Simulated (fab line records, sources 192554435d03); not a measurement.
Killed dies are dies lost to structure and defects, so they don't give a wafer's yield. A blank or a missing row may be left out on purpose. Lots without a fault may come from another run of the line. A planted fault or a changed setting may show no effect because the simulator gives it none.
Chamber matching | flow n5_finfet | N5_BEOL_M10_CMP_52 on cmp-02: 4 sister chambers
The step polishes, stops on SiCOH lowk, t overpolish 7 s, target thk 140 nm. 8 wafers are shown with their chamber, then 9 later ones without.

WAFERS WITH THEIR CHAMBER
wafer  | chamber | motor_current_A (A) | barrier_field_endpoint_s (s)
L075.4 | 1       | 6.5                 | 30.1
L076.4 | 0       | 5.8                 | 30.9
L082.6 | 1       | 6.0                 | 30.0
L079.5 | 0       | 6.2                 | 29.6
L079.6 | 3       | 6.8                 | 29.7
L081.3 | 2       | 6.2                 | 28.9
L081.5 | 2       | 6.2                 | 29.1
L081.6 | 3       | 6.5                 | 28.1

WAFERS WITHOUT THEIR CHAMBER
wafer  | motor_current_A (A) | barrier_field_endpoint_s (s)
L083.2 | 5.9                 | 29.1
L083.3 | 6.3                 | 28.5
L083.6 | 6.2                 | 30.0
L085.2 | 6.3                 | 28.2
L085.3 | 6.3                 | 27.4
L085.4 | 6.5                 | 27.4
L094.2 | 6.7                 | 28.2
L094.3 | 6.0                 | 29.6
L094.4 | 5.9                 | 29.4

WHICH CHAMBER EACH WENT THROUGH
wafer  | from the rows above               | in truth
L083.2 | can't be placed: 2 or 0 or 1 or 3 | 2
L083.3 | can't be placed: 2 or 3 or 1 or 0 | 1
L083.6 | can't be placed: 1 or 0 or 2      | 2
L085.2 | can't be placed: 2 or 3 or 1 or 0 | 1
L085.3 | can't be placed: 2 or 3 or 1 or 0 | 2
L085.4 | can't be placed: 3 or 2 or 1      | 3
L094.2 | can't be placed: 3 or 2           | 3
L094.3 | can't be placed: 0 or 2 or 1 or 3 | 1
L094.4 | can't be placed: 0 or 2 or 1 or 3 | 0
Placed correctly: 0 of 9. Can't be placed from these rows: 9 (the true chamber is among the candidates in 9). Placed wrongly: 0.
How it was worked out, from the rows above alone: a wafer's distance from a chamber is the root of the sum, over the readings, of the square of ((its reading less the chamber's mean) divided by the reading's scatter). The wafer belongs to the nearest chamber; if the next one is less than 2 further off, it can't be placed. A chamber's mean is the mean of its shown wafers. The scatter: the root of (the sum of the squares of (reading less its chamber's mean) over the shown wafers, divided by (wafers less chambers)).
